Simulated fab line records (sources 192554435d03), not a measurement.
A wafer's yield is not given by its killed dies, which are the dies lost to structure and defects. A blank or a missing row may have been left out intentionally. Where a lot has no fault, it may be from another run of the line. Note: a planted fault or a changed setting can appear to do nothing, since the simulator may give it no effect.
fab line records	flow n5_finfet
[record] lots = 7	wafers = 39
route steps=1938 shown WELL_APT@24 FIN_CUT@173 STI_FIN_REVEAL@190 DUMMY_GATE@243 SD_EPI_N@275 HKMG_FIN@427
start_h: hours from the record's opening day to when the first of the lot's shown wafers began	wait_h: how many hours have passed since the lot's step before this one	" repeats the value in the row above	L1.1+2: a row that stands for several wafers	- value missing, or start not given	* or withheld: withheld	< > ~ a bound
route shown NAME@n: NAME is a module with steps in the file, n the number in the route of the first one	usual: mean/standard deviation of fault-free wafers	same: alike in all rows	chamber/n: place in a boat	sites: readings site by site	_std_site: the standard deviation of these	_edge_site: mean of outer sites minus mean of inner sites	radius_mm: how far each site lies from the wafer's centre	mask NAME#n: copy n	behind: the most recent tool/chamber to have shaped the wafer	hold: why the lot went on hold/how many hours it stayed there/how the hold came to an end	device: the n, p or np transistor that did not switch	end of line: the tests these same wafers got at the end of their route	a step given without rows: its recipe and nothing more	killed: not the wafer's yield, but the dies lost to structure and defects at the first sort	map: the dies of a wafer, with x for killed, . for not killed, _ for no die there
set.NAME: setting as actually run; set.NAME@STEP: the setting as run at that earlier step	model.NAME: the simulator's own value behind a step, which no gauge read
lots run with intentionally changed settings; tables by step, rows by wafer
[[steps]]
[step N5_WELL_APT_EXPOSE_05]
[recipe] mask_id = NWELL	na = 0.8	source_shape = conventional	sigma_outer = 0.8	polarization = unpolarized	defocus_nm = 0	target_cd_nm = 200	dose_mj = 20.3
lot.wafer	tool	chamber	start_h	wait_h	mask	set.dose_mj
L074.1+2+6	krf_scanner-01	0	13.70	-	NWELL#0	20.3
L076.1+2+3+4+5+6	krf_scanner-02	0	25.58	-	NWELL#0	20.3
L086.1+3+5	krf_scanner-02	0	85.48	-	NWELL#0	21.12
L086.2+4+6	"	0	"	"	NWELL#0	20.3
L089.1+4+6	krf_scanner-01	0	103.60	-	NWELL#0	19.24
L089.2+3+5	"	0	"	"	NWELL#0	20.3
L091.1+3+6	krf_scanner-01	0	115.56	-	NWELL#0	21.06
L091.2+4+5	"	0	"	"	NWELL#0	20.3
L094.1+2+3	krf_scanner-01	0	133.46	-	NWELL#0	21.85
L094.4+5+6	"	0	"	"	NWELL#0	20.3
L097.1+3+4	krf_scanner-01	0	151.44	-	NWELL#0	19.55
L097.2+5+6	"	0	"	"	NWELL#0	20.3
[step N5_WELL_APT_PEB_06]
[recipe] peb_temp_c = 130	peb_time_s = 90
[step N5_WELL_APT_DEVELOP_07]
[recipe] develop_time_s = 45	rinse_liquid = surfactant_rinse	dry = air_spin	dev_temp_c = 21
[step N5_WELL_APT_HARDBAKE_12]
[recipe] temp_c = 130	time_s = 120
[step N5_WELL_APT_CD_MEAS_08]
[recipe] target_cd_nm = 200	landing_energy_ev = 500	detector = se_inlens
[usual] cd_nm = 200.2/1.3
lot.wafer	tool	chamber	start_h	wait_h	set.dose_mj@WELL_APT_EXPOSE_05	cd_nm
L074.1	cd_sem-02	0	13.87	-	20.3	201.0
L074.2	"	0	"	"	20.3	198.6
L074.6	"	0	"	"	20.3	200.2
L076.1	cd_sem-01	0	25.75	-	20.3	199.8
L076.2	"	0	"	"	20.3	202.5
L076.3	"	0	"	"	20.3	201.0
L076.4	"	0	"	"	20.3	200.1
L076.5	"	0	"	"	20.3	201.5
L076.6	"	0	"	"	20.3	201.8
L086.1	cd_sem-03	0	85.65	-	21.12	208.5
L086.2	"	0	"	"	20.3	200.6
L086.3	"	0	"	"	21.12	208.3
L086.4	"	0	"	"	20.3	199.7
L086.5	"	0	"	"	21.12	210.0
L086.6	"	0	"	"	20.3	200.6
L089.1	cd_sem-02	0	103.77	-	19.24	191.2
L089.2	"	0	"	"	20.3	200.0
L089.3	"	0	"	"	20.3	199.2
L089.4	"	0	"	"	19.24	192.0
L089.5	"	0	"	"	20.3	201.0
L089.6	"	0	"	"	19.24	191.0
L091.1	cd_sem-03	0	115.73	-	21.06	206.1
L091.2	"	0	"	"	20.3	200.1
L091.3	"	0	"	"	21.06	206.2
L091.4	"	0	"	"	20.3	198.0
L091.5	"	0	"	"	20.3	201.3
L091.6	"	0	"	"	21.06	206.2
L094.1	cd_sem-01	0	133.63	-	21.85	212.5
L094.2	"	0	"	"	21.85	213.0
L094.3	"	0	"	"	21.85	210.7
L094.4	"	0	"	"	20.3	200.6
L094.5	"	0	"	"	20.3	199.4
L094.6	"	0	"	"	20.3	201.1
L097.1	cd_sem-01	0	151.61	-	19.55	194.0
L097.2	"	0	"	"	20.3	199.3
L097.3	"	0	"	"	19.55	194.8
L097.4	"	0	"	"	19.55	194.0
L097.5	"	0	"	"	20.3	198.9
L097.6	"	0	"	"	20.3	200.8
[step N5_WELL_APT_DESCUM_13]
[recipe] chemistry = O2	time_s = 7.9	source_power_w = 50	bias_power_w = 20	pressure_mtorr = 20	rf_frequency_hz = 2.712e+07	temp_c = 40	o2_flow_sccm = 225
lot.wafer	tool	chamber	start_h	wait_h	set.dose_mj@WELL_APT_EXPOSE_05	model.WELL_APT.cd_nm
L074.1	rie_diel-05	2	13.96	0.0	20.3	201.1
L074.2	"	3	"	"	20.3	198.8
L074.6	"	1	"	"	20.3	200.3
L076.1	rie_diel-05	2	25.84	0.0	20.3	199.8
L076.2	"	3	"	"	20.3	202.1
L076.3	"	0	"	"	20.3	201.1
L076.4	"	1	"	"	20.3	200
L076.5	"	0	"	"	20.3	201.8
L076.6	"	3	"	"	20.3	201.4
L086.1	rie_diel-04	3	85.85	0.1	21.12	208.4
L086.2	"	0	"	"	20.3	200.6
L086.3	"	2	"	"	21.12	208.5
L086.4	"	1	"	"	20.3	199.4
L086.5	"	1	"	"	21.12	209.9
L086.6	"	2	"	"	20.3	200.7
L089.1	rie_diel-01	3	103.86	0.0	19.24	191.7
L089.2	"	0	"	"	20.3	200.3
L089.3	"	2	"	"	20.3	198.9
L089.4	"	1	"	"	19.24	191.8
L089.5	"	1	"	"	20.3	200.9
L089.6	"	0	"	"	19.24	191.1
L091.1	rie_diel-01	2	115.99	0.2	21.06	205.9
L091.2	"	0	"	"	20.3	200.4
L091.3	"	1	"	"	21.06	206.4
L091.4	"	3	"	"	20.3	198.1
L091.5	"	2	"	"	20.3	201.4
L091.6	"	1	"	"	21.06	205.8
L094.1	rie_diel-04	2	133.94	0.3	21.85	212
L094.2	"	0	"	"	21.85	213
L094.3	"	1	"	"	21.85	210.8
L094.4	"	3	"	"	20.3	200.6
L094.5	"	1	"	"	20.3	199.5
L094.6	"	0	"	"	20.3	201.5
L097.1+4	rie_diel-01	1,2	151.90	0.2	19.55	194.1
L097.2	"	3	"	"	20.3	199.5
L097.3	"	0	"	"	19.55	194.7
L097.5	"	3	"	"	20.3	198.9
L097.6	"	0	"	"	20.3	200.8
[step N5_FIN_CUT_CUT_ETCH_26]
[recipe] chemistry = CH3F/O2	target = SiNx	target_depth_a = 390	mask_material = SOC	time_s = 55.7	pressure_mtorr = 30	source_w = 395	bias_w = 73	Ar_flow_sccm = 150	CH3F_flow_sccm = 30	O2_flow_sccm = 20	ion_energy_ev = 120
lot.wafer	tool	chamber	start_h	wait_h	set.time_s	model.etch.depth_nm	model.SOC_of_FIN_CUT_COAT_18.thk_nm
L074.1	rie_diel-06	3	28.31	0.0	55.7	38.08	211.4
L074.2	"	1	"	"	55.7	38.84	211.8
L074.6	"	1	"	"	55.7	38.52	211.2
L076.1	rie_diel-02	2	39.61	0.0	55.7	38.6	212.2
L076.2	"	1	"	"	59.6	42.15	210.6
L076.3	"	0	"	"	59.6	41.26	210.8
L076.4	"	3	"	"	55.7	39.39	212
L076.5	"	0	"	"	55.7	38.66	212.6
L076.6	"	3	"	"	59.6	41.81	210.8
L086.1	rie_diel-02	1	102.36	0.0	55.7	38.91	210.4
L086.2	"	2	"	"	55.7	38.75	210.8
L086.3	"	3	"	"	55.7	38.73	210
L086.4	"	0	"	"	55.7	37.97	211
L086.5	"	1	"	"	55.7	38.75	211
L086.6	"	0	"	"	55.7	38.54	211.2
L089.1	rie_diel-03	3	118.78	0.0	63.88	44.73	209
L089.2	"	2	"	"	55.7	38.78	211.6
L089.3	"	0	"	"	63.88	44.52	208
L089.4	"	0	"	"	55.7	38.83	212.2
L089.5	"	2	"	"	55.7	39.05	211.6
L089.6	"	3	"	"	63.88	44.17	209.4
L091.1	rie_diel-06	1	129.71	0.0	44.49	30.55	215.6
L091.2	"	3	"	"	44.49	31.59	215
L091.3	"	2	"	"	55.7	39.25	210.6
L091.4	"	0	"	"	55.7	39.72	211.2
L091.5	"	1	"	"	44.49	30.54	214.8
L091.6	"	2	"	"	55.7	39.38	210.8
L094.1	rie_diel-03	3	148.13	0.0	55.7	38.95	212
L094.2	"	1	"	"	45.52	32.53	215.2
L094.3	"	0	"	"	45.52	31.6	215.2
L094.4	"	2	"	"	55.7	38.95	212.2
L094.5	"	3	"	"	55.7	38.83	211.6
L094.6	"	2	"	"	45.52	31.73	215.4
L097.1	rie_diel-03	2	164.71	0.0	68.86	48.23	206.8
L097.2	"	0	"	"	55.7	38.67	211.8
L097.3	"	3	"	"	55.7	39	211.4
L097.4	"	1	"	"	55.7	39.86	211
L097.5	"	3	"	"	68.86	48.06	206.6
L097.6	"	0	"	"	68.86	47.55	207
[step N5_FIN_CUT_CUT_ETCH_15]
[recipe] chemistry = HBr/Cl2/O2	target = Si	target_depth_a = 1000	bt_time_s = 10	mask_material = SOC	time_s = 42.4	ion_energy_ev = *	bias_w = *	pressure_mtorr = 10	icp_w = 800	HBr_flow_sccm = 150	Cl2_flow_sccm = 80	O2_flow_sccm = 12
lot.wafer	tool	chamber	start_h	wait_h	set.target_depth_a	set.time_s@FIN_CUT_CUT_ETCH_26	model.FIN_CUT.feature_depth_nm	model.etch.depth_nm	model.SOC_of_FIN_CUT_COAT_18.thk_nm
L074.1	rie_si-02	0	28.50	0.1	1000	55.7	100	100.1	170.2
L074.2	"	2	"	"	1000	55.7	99.6	99.57	170.8
L074.6	"	0	"	"	1000	55.7	99	99.01	170.4
L076.1	rie_si-03	1	39.80	0.1	1000	55.7	99.2	99.28	171.2
L076.2	"	2	"	"	1000	59.6	98.2	98.27	170.2
L076.3	"	3	"	"	1000	59.6	100.2	100.2	169.4
L076.4	"	0	"	"	1000	55.7	98.4	98.39	171.4
L076.5	"	1	"	"	1000	55.7	99.4	99.34	171.6
L076.6	"	0	"	"	1000	59.6	99	99.03	169.8
L086.1	rie_si-04	2	102.55	0.1	1000	55.7	99.2	99.25	169.4
L086.2	"	1	"	"	1000	55.7	99.8	99.83	169.6
L086.3	"	3	"	"	1000	55.7	101	101.1	168.4
L086.4	"	0	"	"	1000	55.7	99.2	99.14	170.2
L086.5	"	2	"	"	1000	55.7	98.2	98.19	170.4
L086.6	"	3	"	"	1000	55.7	100.2	100.2	169.8
L089.1	rie_si-03	0	118.97	0.1	1000	63.88	99.8	99.86	167.6
L089.2	"	3	"	"	1000	55.7	101.6	101.7	169.6
L089.3	"	2	"	"	1000	63.88	99.6	99.54	166.8
L089.4	"	1	"	"	1000	55.7	101.2	101.3	170.6
L089.5	"	0	"	"	1000	55.7	100	100	170.4
L089.6	"	3	"	"	1000	63.88	101.2	101.2	167.6
L091.1	rie_si-02	3	129.91	0.1	1077	44.49	110.2	110.1	170.6
L091.2	"	2	"	"	1077	44.49	107.6	107.5	170.8
L091.3	"	1	"	"	1000	55.7	99.4	99.33	169.6
L091.4	"	0	"	"	1077	55.7	107.2	107.2	167
L091.5	"	1	"	"	1000	44.49	99.4	99.39	173.8
L091.6	"	2	"	"	1000	55.7	99.6	99.68	169.6
L094.1	rie_si-02	2	148.32	0.1	1000	55.7	100	100	170.6
L094.2	"	1	"	"	1064	45.52	106.8	106.8	171.4
L094.3	"	3	"	"	1000	45.52	101.4	101.5	173.4
L094.4	"	0	"	"	1064	55.7	105.8	105.7	168.8
L094.5	"	1	"	"	1064	55.7	105.2	105.1	168.4
L094.6	"	2	"	"	1000	45.52	100.4	100.5	174
L097.1	rie_si-03	3	164.91	0.1	931.2	68.86	94.8	94.77	167.4
L097.2	"	2	"	"	1000	55.7	99.6	99.51	170.8
L097.3	"	0	"	"	931.2	55.7	93.6	93.63	172.6
L097.4	"	2	"	"	1000	55.7	99.4	99.41	170
L097.5	"	0	"	"	1000	68.86	99.6	99.55	165.4
L097.6	"	3	"	"	931.2	68.86	94.2	94.26	167.6
[step N5_STI_FIN_REVEAL_ETCHBACK_08]
[recipe] chemistry = C4F6/O2	target = SiO2	target_depth_a = 305	time_s = 10.167	ion_energy_ev = 250	pressure_mtorr = 30	source_w = 345	bias_w = 185	Ar_flow_sccm = 300	C4F6_flow_sccm = 10	O2_flow_sccm = 10
lot.wafer	tool	chamber	start_h	wait_h	set.target_depth_a
L074.1+2+6	rie_diel-04	1,3,2	34.50	0.2	305
L076.1+2+3+4+5+6	rie_diel-01	0,3,2,1,3,2	46.34	0.2	305
L086.1+3+6	rie_diel-05	2,1,2	108.82	0.2	305
L086.2+4+5	"	0,3,3	"	"	272
L089.1+5+6	rie_diel-01	1,0,3	124.97	0.2	305
L089.2+3+4	"	3,0,2	"	"	331.7
L091.1+5+6	rie_diel-01	0,3,2	136.60	0.4	339.6
L091.2+3+4	"	1,2,3	"	"	305
L094.1+2+4	rie_diel-05	3,1,2	155.39	0.2	305
L094.3+5+6	"	0,1,0	"	"	330.6
L097.1+4+5	rie_diel-04	2,0,1	171.65	0.2	305
L097.2+3+6	"	3,1,0	"	"	337.3
[step N5_STI_FIN_REVEAL_STRIP_24]
[recipe] chemistry = N2/H2	time_s = 90	power_w = 100	temp_c = 40	pressure_mtorr = 100	rf_frequency_hz = 6e+07	bias_power_w = 3	n2_flow_sccm = 300	h2_flow_sccm = 300
[step N5_STI_FIN_REVEAL_PRECLEAN_25]
[recipe] chemistry = SPM	time_s = 90	temp_c = 120	mix = 4:1
[step N5_STI_FIN_REVEAL_SRD_23]
[recipe] dry = ipa_marangoni	time_s = 30	temp_c = 23	rinse_liquid = diw
[step N5_STI_FIN_REVEAL_FIN_H_MEAS_10]
[usual] trench_depth_nm = 52.0/0.5
lot.wafer	tool	chamber	start_h	wait_h	set.target_depth_a@STI_FIN_REVEAL_ETCHBACK_08	trench_depth_nm
L074.1	ocd-01	-	37.45	0.0	305	52.9
L074.2	"	-	"	"	305	52.1
L074.6	"	-	"	"	305	51.9
L076.1	ocd-02	-	49.29	0.0	305	52.9
L076.2	"	-	"	"	305	52.3
L076.3	"	-	"	"	305	52.1
L076.4	"	-	"	"	305	51.7
L076.5	"	-	"	"	305	52.6
L076.6	"	-	"	"	305	52.3
L086.1	ocd-02	-	111.76	0.0	305	52.3
L086.2	"	-	"	"	272	49.0
L086.3	"	-	"	"	305	52.2
L086.4	"	-	"	"	272	48.2
L086.5	"	-	"	"	272	48.6
L086.6	"	-	"	"	305	51.5
L089.1	ocd-02	-	127.93	0.0	305	51.6
L089.2	"	-	"	"	331.7	54.1
L089.3	"	-	"	"	331.7	54.7
L089.4	"	-	"	"	331.7	53.8
L089.5	"	-	"	"	305	51.3
L089.6	"	-	"	"	305	51.0
L091.1	ocd-01	-	139.55	0.0	339.6	54.5
L091.2	"	-	"	"	305	51.7
L091.3	"	-	"	"	305	51.6
L091.4	"	-	"	"	305	51.4
L091.5	"	-	"	"	339.6	54.3
L091.6	"	-	"	"	339.6	54.0
L094.1	ocd-01	-	158.35	0.0	305	51.4
L094.2	"	-	"	"	305	52.0
L094.3	"	-	"	"	330.6	54.8
L094.4	"	-	"	"	305	51.6
L094.5	"	-	"	"	330.6	54.3
L094.6	"	-	"	"	330.6	54.6
L097.1	ocd-01	-	174.60	0.0	305	51.4
L097.2	"	-	"	"	337.3	55.7
L097.3	"	-	"	"	337.3	55.4
L097.4	"	-	"	"	305	52.1
L097.5	"	-	"	"	305	51.6
L097.6	"	-	"	"	337.3	55.3
[step N5_DUMMY_GATE_ETCH_31]
[recipe] chemistry = C4F6/O2	target = SiO2	mask_material = SOC	target_depth_a = 825	time_s = 27.5	ion_energy_ev = 250	pressure_mtorr = 30	source_w = 345	bias_w = 185	Ar_flow_sccm = 300	C4F6_flow_sccm = 10	O2_flow_sccm = 10
lot.wafer	tool	chamber	start_h	wait_h	set.target_depth_a	model.etch.depth_nm	model.SOC_of_DUMMY_GATE_COAT_34.thk_nm
L074.1	rie_diel-06	1	46.82	0.0	825	80.31	52.2
L074.2	"	0	"	"	825	81.84	52
L074.6	"	0	"	"	825	82.27	51.8
L076.1	rie_diel-06	3	59.55	0.2	751.2	75.81	52.4
L076.2	"	2	"	"	825	83.6	51.6
L076.3	"	0	"	"	825	82.11	51.8
L076.4	"	1	"	"	825	81.4	52
L076.5	"	1	"	"	751.2	73.7	52.6
L076.6	"	2	"	"	751.2	75.73	52.4
L086.1	rie_diel-06	2	125.34	0.0	898.3	91.3	51
L086.2	"	0	"	"	898.3	92.61	51
L086.3	"	1	"	"	898.3	89.66	51.2
L086.4	"	3	"	"	825	84.1	51.6
L086.5	"	0	"	"	825	85.14	51.4
L086.6	"	3	"	"	825	84.06	51.6
L089.1	rie_diel-06	0	137.36	0.0	825	84.52	52
L089.2	"	1	"	"	890	87.62	51.6
L089.3	"	3	"	"	825	83.91	51.8
L089.4	"	2	"	"	890	90.9	51.2
L089.5	"	2	"	"	825	83.98	51.8
L089.6	"	3	"	"	890	90.58	51
L091.1	rie_diel-03	3	148.86	0.0	881.7	88.05	51.4
L091.2	"	0	"	"	825	81.39	52
L091.3	"	2	"	"	881.7	88.24	51.6
L091.4	"	1	"	"	881.7	89.14	51.2
L091.5	"	0	"	"	825	81.72	52
L091.6	"	3	"	"	825	81.75	52
L094.1	rie_diel-02	0	167.90	0.2	898.4	86.63	51.6
L094.2	"	1	"	"	825	81.51	52
L094.3	"	3	"	"	825	81.71	52
L094.4	"	2	"	"	898.4	88.65	51.4
L094.5	"	0	"	"	825	79.74	52
L094.6	"	3	"	"	898.4	89.61	51
L097.1	rie_diel-06	3	185.82	0.1	920.7	92.17	50.8
L097.2	"	0	"	"	920.7	92.78	51
L097.3	"	2	"	"	825	82.36	52
L097.4	"	1	"	"	825	80.48	51.8
L097.5	"	1	"	"	920.7	88.79	51.2
L097.6	"	0	"	"	825	83.27	52
[step N5_SD_EPI_N_ETCH_35]
[recipe] chemistry = N2/H2	target = SOC	overetch_a = 1080	mask_material = SiARC	temp_c = 40	ion_energy_ev = 100	source_w = 3000	bias_w = 133	pressure_mtorr = 20	time_s = 486	n2_flow_sccm = 200	h2_flow_sccm = 200
[usual] rf_vpp_V = 240.7/1.4
lot.wafer	tool	chamber	start_h	wait_h	set.source_w	rf_vpp_V	model.SiARC_of_SD_EPI_N_COAT_33.thk_nm
L074.1	rie_diel-04	2	48.73	0.0	3000	241.5	19.8
L074.2	"	1	"	"	3000	238.8	19.2
L074.6	"	2	"	"	3000	240.9	19.6
L076.1	rie_diel-05	0	61.55	0.0	2764	249.0	20.6
L076.2	"	1	"	"	2764	248.6	20.8
L076.3	"	2	"	"	3000	240.5	19.6
L076.4	"	3	"	"	2764	246.8	20.8
L076.5	"	3	"	"	3000	239.3	20
L076.6	"	0	"	"	3000	242.2	19.6
L086.1	rie_diel-01	1	127.29	0.0	3000	239.4	19.8
L086.2	"	3	"	"	3000	239.8	19.8
L086.3	"	0	"	"	3261	232.8	18.4
L086.4	"	2	"	"	3000	241.4	19.6
L086.5	"	1	"	"	3261	232.0	18.8
L086.6	"	2	"	"	3261	235.0	19
L089.1	rie_diel-05	0	139.41	0.0	3000	242.3	19.6
L089.2	"	1	"	"	3000	241.0	20
L089.3	"	3	"	"	3000	238.6	20
L089.4	"	2	"	"	3000	242.2	20.2
L089.5	"	2	"	"	3000	240.9	19.8
L089.6	"	1	"	"	3000	241.1	19.8
L091.1	rie_diel-05	3	151.18	0.0	3000	239.8	20
L091.2	"	1	"	"	3000	241.3	19.8
L091.3	"	0	"	"	2822	246.6	20.4
L091.4	"	2	"	"	2822	246.5	20.6
L091.5	"	3	"	"	2822	244.2	20.8
L091.6	"	0	"	"	3000	242.4	19.4
L094.1	rie_diel-01	3	169.81	0.0	3000	242.1	19.4
L094.2	"	2	"	"	3498	227.6	17.8
L094.3	"	0	"	"	3000	237.8	19.4
L094.4	"	1	"	"	3000	239.2	19.6
L094.5	"	0	"	"	3498	227.0	17.6
L094.6	"	1	"	"	3498	227.0	17.6
L097.1	rie_diel-01	3	188.15	0.0	3312	234.6	18.6
L097.2	"	0	"	"	3000	239.1	19.6
L097.3	"	1	"	"	3000	238.8	19.8
L097.4	"	2	"	"	3312	231.3	18.8
L097.5	"	1	"	"	3000	239.0	19.8
L097.6	"	2	"	"	3312	231.6	18.8
[step N5_HKMG_FIN_EXPOSE_09]
[recipe] mask_id = NWFM	na = 1.35	source_shape = conventional	sigma_outer = 0.8	polarization = unpolarized	dose_mj = 39.25
lot.wafer	tool	chamber	start_h	wait_h	mask	set.dose_mj
L074.1+2+6	arfi_scanner-03	0	75.03	-	NWFM#0	39.25
L076.1+3+5	arfi_scanner-02	0	89.49	-	NWFM#0	36.45
L076.2+4+6	"	0	"	"	NWFM#0	39.25
L086.1+2+5	arfi_scanner-01	0	153.55	-	NWFM#0	41.44
L086.3+4+6	"	0	"	"	NWFM#0	39.25
L089.1+3+4	arfi_scanner-02	0	165.17	-	NWFM#0	40.13
L089.2+5+6	"	0	"	"	NWFM#0	39.25
L091.1+2+5	arfi_scanner-03	0	176.05	-	NWFM#0	41.74
L091.3+4+6	"	0	"	"	NWFM#0	39.25
L094.1+4+5	arfi_scanner-03	0	195.58	-	NWFM#0	39.25
L094.2+3+6	"	0	"	"	NWFM#0	36.96
L097.1+3+5	arfi_scanner-03	0	212.54	-	NWFM#0	39.25
L097.2+4+6	"	0	"	"	NWFM#0	37.82
[step N5_HKMG_FIN_PEB_10]
[recipe] peb_temp_c = withheld	peb_time_s = 60	resist = CAR-ArF
[step N5_HKMG_FIN_DEVELOP_11]
[recipe] develop_time_s = 30	developer = TMAH	resist = CAR-ArF	dev_temp_c = 23	rinse_liquid = diw	dry = air_spin
[step N5_HKMG_FIN_CD_MEAS_12]
[recipe] target_cd_nm = 92.8	landing_energy_ev = 500	detector = se_inlens
[usual] cd_nm = 92.8/0.54
lot.wafer	tool	chamber	start_h	wait_h	set.dose_mj@HKMG_FIN_EXPOSE_09	cd_nm
L074.1	cd_sem-01	0	75.16	-	39.25	92.5
L074.2	"	0	"	"	39.25	93.0
L074.6	"	0	"	"	39.25	92.6
L076.1	cd_sem-03	0	89.62	-	36.45	87.4
L076.2	"	0	"	"	39.25	92.1
L076.3	"	0	"	"	36.45	87.6
L076.4	"	0	"	"	39.25	91.9
L076.5	"	0	"	"	36.45	87.6
L076.6	"	0	"	"	39.25	92.1
L086.1	cd_sem-03	0	153.67	-	41.44	96.3
L086.2	"	0	"	"	41.44	96.3
L086.3	"	0	"	"	39.25	93.0
L086.4	"	0	"	"	39.25	93.5
L086.5	"	0	"	"	41.44	96.8
L086.6	"	0	"	"	39.25	92.6
L089.1	cd_sem-02	0	165.29	-	40.13	93.9
L089.2	"	0	"	"	39.25	92.0
L089.3	"	0	"	"	40.13	93.7
L089.4	"	0	"	"	40.13	94.3
L089.5	"	0	"	"	39.25	92.6
L089.6	"	0	"	"	39.25	92.3
L091.1	cd_sem-01	0	176.17	-	41.74	97.6
L091.2	"	0	"	"	41.74	97.2
L091.3	"	0	"	"	39.25	93.2
L091.4	"	0	"	"	39.25	93.0
L091.5	"	0	"	"	41.74	97.9
L091.6	"	0	"	"	39.25	93.2
L094.1	cd_sem-02	0	195.71	-	39.25	93.0
L094.2	"	0	"	"	36.96	89.8
L094.3	"	0	"	"	36.96	88.8
L094.4	"	0	"	"	39.25	92.7
L094.5	"	0	"	"	39.25	93.4
L094.6	"	0	"	"	36.96	89.0
L097.1	cd_sem-01	0	212.66	-	39.25	93.2
L097.2	"	0	"	"	37.82	90.9
L097.3	"	0	"	"	39.25	92.8
L097.4	"	0	"	"	37.82	90.9
L097.5	"	0	"	"	39.25	93.2
L097.6	"	0	"	"	37.82	90.8
[[key]]
[split] step = N5_WELL_APT_EXPOSE_05	setting = dose_mj	stated = 20.3	by = wafer
[response] step = N5_WELL_APT_CD_MEAS_08	reading = cd_nm	change = +1.64	per = 1%	r = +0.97
[response] step = N5_WELL_APT_DESCUM_13	reading = model.WELL_APT.cd_nm	change = +1.62	per = 1%	r = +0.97
[split] step = N5_FIN_CUT_CUT_ETCH_26	setting = time_s	stated = 55.7	by = wafer
[response] step = N5_FIN_CUT_CUT_ETCH_26	reading = model.etch.depth_nm	change = +0.39	per = 1%	r = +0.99
[response] step = N5_FIN_CUT_CUT_ETCH_26	reading = model.SOC_of_FIN_CUT_COAT_18.thk_nm	change = -0.199	per = 1%	r = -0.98
[response] step = N5_FIN_CUT_CUT_ETCH_15	reading = model.SOC_of_FIN_CUT_COAT_18.thk_nm	change = -0.181	per = 1%	r = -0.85
[split] step = N5_FIN_CUT_CUT_ETCH_15	setting = target_depth_a	stated = 1000	by = wafer
[response] step = N5_FIN_CUT_CUT_ETCH_15	reading = model.FIN_CUT.feature_depth_nm	change = +0.943	per = 1%	r = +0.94
[response] step = N5_FIN_CUT_CUT_ETCH_15	reading = model.etch.depth_nm	change = +0.932	per = 1%	r = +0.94
[split] step = N5_STI_FIN_REVEAL_ETCHBACK_08	setting = target_depth_a	stated = 305	by = wafer
[response] step = N5_STI_FIN_REVEAL_FIN_H_MEAS_10	reading = trench_depth_nm	change = +0.31	per = 1%	r = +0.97
[split] step = N5_DUMMY_GATE_ETCH_31	setting = target_depth_a	stated = 825	by = wafer
[response] step = N5_DUMMY_GATE_ETCH_31	reading = model.etch.depth_nm	change = +0.805	per = 1%	r = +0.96
[response] step = N5_DUMMY_GATE_ETCH_31	reading = model.SOC_of_DUMMY_GATE_COAT_34.thk_nm	change = -0.0741	per = 1%	r = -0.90
[split] step = N5_SD_EPI_N_ETCH_35	setting = source_w	stated = 3000	by = wafer
[response] step = N5_SD_EPI_N_ETCH_35	reading = rf_vpp_V	change = -0.756	per = 1%	r = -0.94
[response] step = N5_SD_EPI_N_ETCH_35	reading = model.SiARC_of_SD_EPI_N_COAT_33.thk_nm	change = -0.111	per = 1%	r = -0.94
[split] step = N5_HKMG_FIN_EXPOSE_09	setting = dose_mj	stated = 39.25	by = wafer
[response] step = N5_HKMG_FIN_CD_MEAS_12	reading = cd_nm	change = +0.651	per = 1%	r = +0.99
